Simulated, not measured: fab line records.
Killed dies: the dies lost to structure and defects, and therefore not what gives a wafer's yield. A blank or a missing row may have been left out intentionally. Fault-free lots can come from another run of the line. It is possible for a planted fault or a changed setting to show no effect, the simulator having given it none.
Tool commonality check    flow nand_harc    5 lots and 15 wafers in the sample

== REASON FOR OPENING ==
On 3 of the 5 lots, a flag is raised at NHARC_END_SORT_01 on the reading killed_at_array. No-fault wafers: 63, standard deviation 27.
Rule: flag the lot when none of its wafers has a number, or when each of its wafers that has one lies beyond 4 standard deviations from that mean. The rest of the lots are taken to be sound.

lot   measured      on         killed_at_array, wafer by wafer  flag
L332  day 27 20:20  prober-02  138 111 113                      
L336  day 28 22:23  prober-02  29 26 37                         
L340  day 31 19:34  prober-02  674 669 674                      FLAGGED
L342  day 32 05:50  prober-01  673 674 674                      FLAGGED
L341  day 32 08:10  prober-02  673 673 672                      FLAGGED
On average the flagged lots' numbers are 673, which is +610 against the usual, or +23 standard deviations.

== WHICH TOOL EACH LOT WENT THROUGH ==
4 process steps preceding the reading are held in the record, out of 1302 steps in the route. Every cell lists first the tool, next ch and the chambers used by the sampled wafers, and last the start.
lot   flag     NHARC_A_M1_ETCH_35                  NHARC_A_M1_ETCH_28                           NHARC_A_M1_DEP_33                NHARC_A_BONDPAD_DEP_00
L332           rie_diel-01 ch 0,2, day 26 09:41    rie_diel-08 ch 0,1, day 26 12:24 or earlier  pecvd-03 ch 1,2, day 26 12:24    pecvd-01 ch 0,1,2, day 26 12:52
L336           rie_diel-04 ch 0,1,2, day 27 07:43  rie_diel-01 ch 0,2, day 27 10:24 or earlier  pecvd-03 ch 0,2, day 27 10:24    pecvd-01 ch 0,1,2, day 27 11:00
L340  FLAGGED  rie_diel-08 ch 1,3, day 30 05:56    rie_diel-01 ch 1,3, day 30 08:37 or earlier  pecvd-01 ch 0,2, day 30 08:37    pecvd-03 ch 0,1, day 30 09:10
L342  FLAGGED  rie_diel-01 ch 0,3, day 30 21:20    rie_diel-08 ch 1,2, day 30 23:59 or earlier  pecvd-03 ch 0,1, day 30 23:59    pecvd-02 ch 0,2, day 31 00:57
L341  FLAGGED  rie_diel-01 ch 0,1,3, day 30 18:04  rie_diel-08 ch 2,3, day 30 20:50 or earlier  pecvd-04 ch 0,1,2, day 30 20:50  pecvd-02 ch 0,1,2, day 30 21:24
These steps, and what they do:
- NHARC_A_M1_ETCH_35: etches the open film in N2/H2, target depth 40 nm, overetch 12 nm, time 43.94 s.
- NHARC_A_M1_ETCH_28: etches the open film in CF4/N2, target depth 30 nm, time 72.99 s.
- NHARC_A_M1_DEP_33: deposits SiCN, target thk 30 nm.
- NHARC_A_BONDPAD_DEP_00: deposits SiCN, target thk 250 nm.
- NHARC_END_SORT_01

== FLAGGED OVER TOTAL, TOOL BY TOOL (the gauges that took the reading come last) ==
step                    tool         lots run  flagged  share of the flagged lots  sound lots run after its first flagged lot
NHARC_A_M1_ETCH_35      rie_diel-01  3         2        some                       0
NHARC_A_M1_ETCH_35      rie_diel-04  1         0        none                       -
NHARC_A_M1_ETCH_35      rie_diel-08  1         1        some                       0
NHARC_A_M1_ETCH_28      rie_diel-01  2         1        some                       0
NHARC_A_M1_ETCH_28      rie_diel-08  3         2        some                       0
NHARC_A_M1_DEP_33       pecvd-01     1         1        some                       0
NHARC_A_M1_DEP_33       pecvd-03     3         1        some                       0
NHARC_A_M1_DEP_33       pecvd-04     1         1        some                       0
NHARC_A_BONDPAD_DEP_00  pecvd-01     2         0        none                       -
NHARC_A_BONDPAD_DEP_00  pecvd-02     2         2        some                       0
NHARC_A_BONDPAD_DEP_00  pecvd-03     1         1        some                       0
NHARC_END_SORT_01       prober-01    1         1        some                       0
NHARC_END_SORT_01       prober-02    4         2        some                       0
NHARC_A_M1_ETCH_28: start missing for some lots; hours and lot order therefore follow NHARC_A_M1_DEP_33.

== WHAT IS ALLOWED BY THE TABLE ==
No row of the table ran every flagged lot.

== WHAT THE SIMULATOR HAD INSERTED ==
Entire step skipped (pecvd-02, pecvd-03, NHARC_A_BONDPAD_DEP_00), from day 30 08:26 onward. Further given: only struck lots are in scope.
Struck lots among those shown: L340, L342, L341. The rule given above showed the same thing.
